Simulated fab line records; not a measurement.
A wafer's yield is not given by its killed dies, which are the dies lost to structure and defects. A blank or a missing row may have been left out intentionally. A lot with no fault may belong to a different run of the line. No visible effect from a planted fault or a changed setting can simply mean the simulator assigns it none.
Chamber matching ; flow n5_finfet ; 4 sister chambers for N5_PMOS_HMC_CHANNEL_EPI_HM_OPEN_15 on rie_diel-04
The step chemistry CHF3/O2, target SiO2, target depth 40.6 nm, time 20.3 s. 4 wafers are shown with their chamber, then 10 later ones without.

## WAFERS WITH THEIR CHAMBER
wafer;chamber;drypump_motor_current_A (A)
L085.6;3;6.1
L089.5;1;5.0
L092.1;0;5.1
L092.3;2;6.3

## WAFERS MISSING THEIR CHAMBER
wafer;drypump_motor_current_A (A)
L092.6;5.1
L094.1;5.0
L094.2;6.1
L094.6;6.2
L095.1;5.1
L095.5;6.1
L095.6;5.1
L097.1;5.0
L097.3;6.3
L097.5;6.3

## CHAMBER TAKEN BY EACH
wafer;from the rows above;in truth
L092.6;0;0
L094.1;1;1
L094.2;3;3
L094.6;can't be placed: 2 or 3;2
L095.1;0;0
L095.5;3;3
L095.6;0;0
L097.1;1;1
L097.3;2;2
L097.5;2;2
Correct placement for 9 of the 10. Not placeable from these rows: 1 (in 1, the candidates include the true chamber). Placed wrongly: 0.
How it was worked out, from the rows above alone: a wafer's distance from a chamber is the root of the sum, over the readings, of the square of ((its reading less the chamber's mean) divided by the reading's scatter). If the next closest chamber is less than 2 further off than the closest, the wafer can't be placed; otherwise it belongs to the closest. For every chamber, the mean is computed from those of its wafers that are shown. The scatter (one wafer shown for each chamber): square how far every hidden wafer sits from the nearest shown wafer, average those squares and take the square root.
